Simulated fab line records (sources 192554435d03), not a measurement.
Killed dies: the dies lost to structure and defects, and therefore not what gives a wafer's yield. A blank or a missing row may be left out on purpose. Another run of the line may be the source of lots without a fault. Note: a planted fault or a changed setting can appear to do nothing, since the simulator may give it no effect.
Chamber matching | flow n5_finfet | N5_BEOL_M10_DESCUM_16 on rie_diel-02: 4 sister chambers
The step chemistry O2, time 7.9 s. 8 wafers are shown with their chamber, then 10 later ones without.

## WAFERS PAIRED WITH THEIR CHAMBERS
wafer  | chamber | showerhead_plenum_p_Torr (Torr) | drypump_motor_current_A (A)
L076.5 | 0       | 2.03                            | 5.6
L080.3 | 1       | 2.15                            | 6.0
L081.4 | 1       | 2.15                            | 6.0
L089.1 | 3       | 2.08                            | 5.8
L089.4 | 0       | 2.02                            | 5.7
L089.6 | 3       | 2.08                            | 5.8
L088.2 | 2       | 2.23                            | 5.3
L088.5 | 2       | 2.23                            | 5.3

## WAFERS WITH NO CHAMBER GIVEN
wafer  | showerhead_plenum_p_Torr (Torr) | drypump_motor_current_A (A)
L088.6 | 2.14                            | 6.0
L090.2 | 2.23                            | 5.3
L090.4 | 2.14                            | 6.0
L090.5 | 2.14                            | 6.0
L094.1 | 2.08                            | 5.8
L094.4 | 2.02                            | 5.7
L094.5 | 2.08                            | 5.8
L092.4 | 2.02                            | 5.7
L092.5 | 2.14                            | 6.0
L092.6 | 2.23                            | 5.4

## CHAMBER TAKEN BY EACH
wafer  | from the rows above | in truth
L088.6 | 1                   | 1
L090.2 | 2                   | 2
L090.4 | 1                   | 1
L090.5 | 1                   | 1
L094.1 | 3                   | 3
L094.4 | 0                   | 0
L094.5 | 3                   | 3
L092.4 | 0                   | 0
L092.5 | 1                   | 1
L092.6 | 2                   | 2
Correct placement for 10 of the 10. From these rows, 0 cannot be placed. Number placed wrongly: 0.
How it was worked out, from the rows above alone: a wafer's distance from a chamber is the root of the sum, over the readings, of the square of ((its reading less the chamber's mean) divided by the reading's scatter). If the next closest chamber is less than 2 further off than the closest, the wafer can't be placed; otherwise it belongs to the closest. For every chamber, the mean is computed from those of its wafers that are shown. How the scatter is found: for the shown wafers, subtract from each reading the mean of its chamber, square and add these, divide the total by (wafers less chambers), then take the root.
